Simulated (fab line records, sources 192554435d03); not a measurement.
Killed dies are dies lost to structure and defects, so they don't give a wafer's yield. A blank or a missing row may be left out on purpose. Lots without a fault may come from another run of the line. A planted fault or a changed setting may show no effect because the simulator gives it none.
Split-lot experiment | flow n5_finfet | 7 lots, 21 wafers read, on a route of 1938 steps

THE SPLIT
At N5_FIN_SAQP_PEB_14 (peb time 60 s), the setting peb_time_s was moved away from the recipe's 60 s on 7 of the 21 wafers read, by -18.0% to +16.6%. The other wafers ran this setting at the recipe's value.

FROM THE SPLIT TO THE READING: what the file shows between them, 1 step
- N5_FIN_SAQP_DEVELOP_15: develop time 30 s (also split here: develop_time_s)

THE READING
cd_nm, in nm, at N5_FIN_SAQP_CD_MEAS_16 (target cd 35.6 nm). Fault-free wafers of this fab line usually give 35.6 nm, standard deviation 0.32 nm.

wafer  | tool, chamber at the split | peb_time_s as run, s | against the recipe | cd_nm, nm | against lot-mates on the recipe
L074.1 | litho_track-05, 0          | 60                   | recipe             | 35.3      | -
L074.4 | litho_track-05, 0          | 49.23                | -18.0%             | 39.0      | +3.7
L074.6 | litho_track-05, 0          | 49.23                | -18.0%             | 38.7      | +3.4
L075.1 | litho_track-01, 0          | 60                   | recipe             | 35.1      | -
L075.3 | litho_track-01, 0          | 60                   | recipe             | 35.1      | -
L075.6 | litho_track-01, 0          | 49.86                | -16.9%             | 37.9      | +2.8
L077.4 | litho_track-05, 0          | 69.68                | +16.1%             | 33.6      | -1.9
L077.5 | litho_track-05, 0          | 60                   | recipe             | 35.5      | -
L077.6 | litho_track-05, 0          | 60                   | recipe             | 35.4      | -
L079.3 | litho_track-02, 0          | 60                   | recipe             | 35.6      | -
L079.4 | litho_track-02, 0          | 60                   | recipe             | 35.4      | -
L079.5 | litho_track-02, 0          | 60                   | recipe             | 35.3      | -
L084.1 | litho_track-05, 0          | 54.02                | -10.0%             | 37.1      | +1.8
L084.4 | litho_track-05, 0          | 60                   | recipe             | 35.4      | -
L084.6 | litho_track-05, 0          | 60                   | recipe             | 35.3      | -
L089.3 | litho_track-05, 0          | 60                   | recipe             | 35.6      | -
L089.4 | litho_track-05, 0          | 69.96                | +16.6%             | 33.3      | -2.5
L089.5 | litho_track-05, 0          | 60                   | recipe             | 36.0      | -
L091.1 | litho_track-01, 0          | 54.8                 | -8.7%              | 36.5      | +0.3
L091.2 | litho_track-01, 0          | 60                   | recipe             | 36.2      | -
L091.6 | litho_track-01, 0          | 60                   | recipe             | 36.1      | -

THE FIT
A straight line over all 21 wafers: cd_nm changes by -0.152 nm for each +1% of peb_time_s; r = -0.96; the points scatter about the line by 0.38 nm.
The same after taking each lot's own level away (the mean of its wafers on the recipe; 21 wafers): -0.161 nm for each +1%; r = -0.97; scatter 0.37 nm.
On that fit, the largest move of peb_time_s shifts the reading by 2.9 nm.
The lots' own levels span 35.10 to 36.15 nm, that is 3.3 times the standard deviation above.
So the lot-to-lot level changes the slope little: the two slopes agree.
Check: with one of the wafers moved furthest among these (-18.0%) left out of the fit, the line predicts +2.76 nm for it against its lot-mates. It came out at +3.7 nm against them.

OTHER SPLITS ON THESE WAFERS
These wafers also went through other splits before the reading. Each is held against what the fit with the lots' levels taken away leaves over:
other split on the same wafers        | wafers away from the commonest value | r with cd_nm (lot level and that fit taken away)
N5_FIN_SAQP_ALD_61 ald_cycles         | 9                                    | -0.19
N5_FIN_SAQP_HM_DEP_03 time_s          | 7                                    | -0.54
N5_FIN_SAQP_DEVELOP_15 develop_time_s | 6                                    | -0.25

THE FILE'S OWN FIT
cd_nm changes by -0.155 nm for each +1% of peb_time_s, r = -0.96.
